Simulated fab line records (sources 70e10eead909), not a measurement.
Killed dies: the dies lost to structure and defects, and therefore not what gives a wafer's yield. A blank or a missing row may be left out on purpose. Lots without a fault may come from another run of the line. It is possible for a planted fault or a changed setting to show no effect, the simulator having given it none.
Which tool was responsible? ; flow nand-harc ; 36 wafers from 12 lots sampled at 6 of the route's 1302 steps

WHAT THE GAUGES SHOWED, per wafer
NHARC_P_M0_OVL_MEAS_10: pitch 180 nm.
lot;measured;on;overlay-x-nm (nm);overlay-y-nm (nm)
L788;day 5 06:49;overlay-02;-0.9 -0.7 -0.7;-0.8 -1.1 -1.6
L792;day 7 10:44;overlay-01;0.4 0.7 0.8;-0.1 -0.2 -0.6
L795;day 8 06:23;overlay-02;0.1 0.0 0.1;-0.1 0.1 -0.2
L798;day 9 17:10;overlay-02;-0.3 0.1 -0.4;-1.4 -2.3 -1.6
L799;day 9 21:16;overlay-02;0.6 0.9 0.6;-1.2 -0.6 -0.7
L800;day 10 08:50;overlay-01;0.8 1.4 1.5;0.2 0.0 0.6
L805;day 12 16:52;overlay-02;1.3 1.0 1.1;-1.5 -1.6 -1.7
L806;day 12 21:55;overlay-01;-0.7 -1.3 -1.3;0.8 0.7 1.0
L807;day 13 12:39;overlay-02;-1.1 -0.4 -0.8;0.9 1.0 1.2
L808;day 13 17:01;overlay-02;-1.0 -1.0 -1.2;0.0 -0.6 0.5
L809;day 14 05:28;overlay-02;-0.6 0.2 -0.5;0.9 0.4 0.7
L810;day 14 11:27;overlay-02;-0.3 -0.2 -0.1;0.2 0.0 0.2

NHARC_P_M1_CD_MEAS_09: the cd target is 130 nm.
lot;measured;on;cd-nm (nm)
L788;day 5 10:49;cd-sem-02;130.9 130.0 130.0
L792;day 7 14:35;cd-sem-01;130.2 130.8 130.2
L795;day 8 10:14;cd-sem-01;130.3 130.5 130.7
L798;day 9 21:27;cd-sem-03;131.1 130.8 131.0
L799;day 10 01:14;cd-sem-02;133.7 133.1 130.9
L800;day 10 12:53;cd-sem-02;135.9 134.7 132.2
L805;day 12 20:41;cd-sem-03;129.3 129.9 130.2
L806;day 13 02:00;cd-sem-01;131.4 131.1 131.0
L807;day 13 16:32;cd-sem-01;129.5 130.2 129.8
L808;day 13 21:16;cd-sem-02;129.9 129.6 130.2
L809;day 14 09:41;cd-sem-02;130.2 129.3 130.1
L810;day 14 15:36;cd-sem-02;129.7 129.2 130.1

NHARC_END_SORT_01.
lot;measured;on;defect-limited-yield (%);killed-at-array;killed-at-other;killed-at-periphery;killed-dies;killed-open;killed-short;sort_bin_2_pct (%);sort_bin_3_pct (%);sort_bin_4_pct (%);sort-n-pass;sort-rim-yield-pct (%);sort-yield-pct (%)
L788;day 23 11:16;prober-01;89.1 88.2 90.8;69 73 57;1 0 1;4 7 4;74 80 62;4 1 1;2 5 2;4.9 4.6 3.5;0.7 1.3 0.7;5.3 5.9 4.9;603 597 615;91 86 96;89.1 88.2 90.8
L795;day 26 21:25;prober-02;92.0 93.8 91.6;44 33 53;1 2 2;9 7 2;54 42 57;5 1 2;1 6 2;2.4 2.4 3.5;0.3 0.1 0.9;5.3 3.7 4.0;623 635 620;89 92 99;92.0 93.8 91.6
L798;day 32 15:30;prober-01;92.2 93.2 92.8;47 41 45;1 2 0;5 3 4;53 46 49;6 1 1;4 0 4;3.7 2.5 2.7;0.9 0.7 0.3;3.2 3.5 4.3;624 631 628;90 91 84;92.2 93.2 92.8
L799;day 32 06:51;prober-01;92.5 94.7 92.6;42 32 41;0 1 0;9 3 9;51 36 50;1 4 6;1 0 0;3.2 1.2 3.1;0.6 0.6 0.6;3.7 3.5 3.7;626 641 627;98 91 98;92.5 94.7 92.6
L800;day 32 17:05;prober-02;94.7 94.2 95.4;32 36 29;0 0 0;4 3 2;36 39 31;5 1 2;2 0 2;1.9 2.1 0.9;0.3 0.1 0.3;3.1 3.5 3.4;641 638 646;91 92 92;94.7 94.2 95.4
L805;day 33 08:36;prober-02;92.3 91.1 90.1;50 55 63;0 0 0;2 5 4;52 60 67;6 1 9;2 3 3;2.8 3.7 3.1;0.9 0.7 0.4;4.0 4.4 6.4;625 617 610;89 94 93;92.3 91.1 90.1
L806;day 33 14:49;prober-01;89.2 91.7 94.1;61 49 33;2 2 1;10 5 6;73 56 40;1 3 1;1 3 1;3.7 3.7 3.0;1.3 0.6 0.3;5.8 4.0 2.7;604 621 637;82 91 85;89.2 91.7 94.1
L807;day 33 21:54;prober-01;91.7 93.4 92.8;53 44 47;0 0 0;3 1 2;56 45 49;5 1 5;0 2 2;3.4 2.1 2.8;0.3 0.6 0.6;4.6 4.0 3.8;621 632 628;91 87 90;91.7 93.4 92.8
L808;day 33 17:13;prober-02;91.9 93.2 92.6;52 35 44;1 2 0;2 9 6;55 46 50;1 5 1;4 3 3;2.5 2.2 1.9;0.3 0.6 1.0;5.3 4.0 4.4;622 631 627;86 86 86;91.9 93.2 92.6

WHICH TOOL RAN EACH LOT (tool, then ch and the chambers of the sampled wafers, then the start)
lot;NHARC_P_M0_PVD_21;NHARC_P_M0_CMP_23;NHARC_P_M1_EXPOSE_06
L788;pvd-sputter-01, day 5 08:56 or earlier;cmp-04 ch 0,1,3, day 5 08:56;arfi-scanner-03 ch 0, day 5 10:40
L792;pvd-sputter-01, day 7 12:52 or earlier;cmp-02 ch 0,2, day 7 12:52;arfi-scanner-02 ch 0, day 7 14:27
L795;pvd-sputter-01, day 8 08:29 or earlier;cmp-04 ch 0,1,3, day 8 08:29;arfi-scanner-02 ch 0, day 8 10:06
L798;pvd-sputter-03, day 9 19:25 or earlier;cmp-02 ch 0,1,2, day 9 19:25;arfi-scanner-03 ch 0, day 9 21:19
L799;pvd-sputter-03, day 9 23:24 or earlier;cmp-01 ch 0,3, day 9 23:24;arfi-scanner-02 ch 0, day 10 01:06
L800;pvd-sputter-01, day 10 10:58 or earlier;cmp-01 ch 0,2,3, day 10 10:58;arfi-scanner-02 ch 0, day 10 12:44
L805;pvd-sputter-03, day 12 18:58 or earlier;cmp-01 ch 1,3, day 12 18:58;arfi-scanner-01 ch 0, day 12 20:33
L806;pvd-sputter-03, day 13 00:13 or earlier;cmp-02 ch 0,1,2, day 13 00:13;arfi-scanner-03 ch 0, day 13 01:51
L807;pvd-sputter-02, day 13 14:48 or earlier;cmp-01 ch 1,2,3, day 13 14:48;arfi-scanner-03 ch 0, day 13 16:23
L808;pvd-sputter-01, day 13 19:23 or earlier;cmp-04 ch 2,3, day 13 19:23;arfi-scanner-01 ch 0, day 13 21:07
L809;pvd-sputter-01, day 14 07:50 or earlier;cmp-01 ch 0,1,2, day 14 07:50;arfi-scanner-03 ch 0, day 14 09:33
L810;pvd-sputter-01, day 14 13:46 or earlier;cmp-01 ch 0,2,3, day 14 13:46;arfi-scanner-02 ch 0, day 14 15:28
- NHARC_P_M0_PVD_21: deposits Cu, target thk 30 nm, time 20.49 s.
- NHARC_P_M0_CMP_23: polishes, t overpolish 20 s, target thk 117.54 nm.
- NHARC_P_M1_EXPOSE_06: exposes mask P M1, target cd 130 nm.

AS READ BY THE TOOLS THEMSELVES (means over the sampled wafers that have a number; for cases with no such wafer, the mark the record gives instead)
NHARC_P_M0_PVD_21.
lot;tool;throttle-valve-pct (%)
L788;pvd-sputter-01;31.4
L792;pvd-sputter-01;30.7
L795;pvd-sputter-01;30.5
L798;pvd-sputter-03;29.9
L799;pvd-sputter-03;29.6
L800;pvd-sputter-01;30.4
L805;pvd-sputter-03;29.8
L806;pvd-sputter-03;29.8
L807;pvd-sputter-02;30.9
L808;pvd-sputter-01;30.4
L809;pvd-sputter-01;30.9
L810;pvd-sputter-01;30.9

NHARC_P_M0_CMP_23.
lot;tool;motor-current-A (A);time-to-endpoint-s (s)
L788;cmp-04;12.1;26.0
L792;cmp-02;11.2;28.2
L795;cmp-04;12.2;26.8
L798;cmp-02;11.0;32.0
L799;cmp-01;13.5;28.5
L800;cmp-01;13.3;29.2
L805;cmp-01;12.3;28.6
L806;cmp-02;11.0;33.3
L807;cmp-01;11.9;28.6
L808;cmp-04;12.1;29.4
L809;cmp-01;12.9;29.9
L810;cmp-01;13.6;27.4

THE ANSWER, worked out from the rows above alone
Rule: what is usual is taken from the lots themselves. The widest of any qualifying gaps counts: lots, ordered by their means at a reading, are off when they make up no more than a third of the lots, leave a main group of 4 or more, and stand apart from it by 3 or more times the standard deviation of that group's means. A main group is skipped when, at the precision printed for the reading in the tables above, its means are all equal. A lot without any number at a reading at which 4 lots or more have one is off too. Where the step has rows for the other lots, those lots are counted as sound. First the gauges in route order, then the tools' own readings, where a lot's mean is used as printed above. At the first step where some lot is off, the reading lying furthest off is the one used; lots without a number count as furthest.
Nothing can be told from this: no lot is off at any reading shown.

WHAT THE SIMULATOR HAD INSERTED
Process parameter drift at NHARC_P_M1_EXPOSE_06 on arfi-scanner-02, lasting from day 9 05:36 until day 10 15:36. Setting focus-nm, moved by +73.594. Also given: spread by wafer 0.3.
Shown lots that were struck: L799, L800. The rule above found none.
